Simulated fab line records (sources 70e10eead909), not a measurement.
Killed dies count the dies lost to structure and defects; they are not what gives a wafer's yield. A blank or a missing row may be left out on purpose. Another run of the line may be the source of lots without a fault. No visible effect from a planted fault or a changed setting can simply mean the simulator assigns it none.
Chamber matching    flow nand harc    NHARC_P_M2_ETCH_35 on rie diel-03: 4 sister chambers
The step etches the open film in N2/H2, target depth 40 nm, overetch 12 nm, time 43.94 s. 8 wafers are shown with their chamber, then 7 later ones without.

EACH WAFER AND ITS CHAMBER
wafer   chamber  drypump motor current A (A)  rf vpp V (V)
L773.3  2        6.1                          433.1
L774.1  0        5.6                          430.3
L774.2  2        6.0                          432.0
L774.6  3        5.5                          433.1
L776.2  0        5.6                          430.4
L776.6  1        5.3                          431.1
L778.3  1        5.3                          431.0
L778.5  3        5.6                          433.4

WAFERS MISSING THEIR CHAMBER
wafer   drypump motor current A (A)  rf vpp V (V)
L778.6  6.1                          431.7
L779.2  6.1                          432.1
L779.3  5.6                          432.9
L779.5  5.6                          433.0
L780.3  5.3                          431.1
L780.4  5.6                          428.9
L780.6  5.3                          430.6

WHICH CHAMBER EACH ONE RAN IN
wafer   from the rows above  in truth
L778.6  2                    2
L779.2  2                    2
L779.3  3                    3
L779.5  3                    3
L780.3  1                    1
L780.4  0                    0
L780.6  1                    1
Placed correctly: 7 of 7. Can't be placed from these rows: 0. Placed wrongly: 0.
How it was worked out, from the rows above alone: a wafer's distance from a chamber is the root of the sum, over the readings, of the square of ((its reading less the chamber's mean) divided by the reading's scatter). The wafer belongs to the nearest chamber; if the next one is less than 2 further off, it can't be placed. For every chamber, the mean is computed from those of its wafers that are shown. The scatter is the square root of a quotient: the sum, over the shown wafers, of each reading's squared deviation from its chamber's mean, divided by wafers minus chambers.
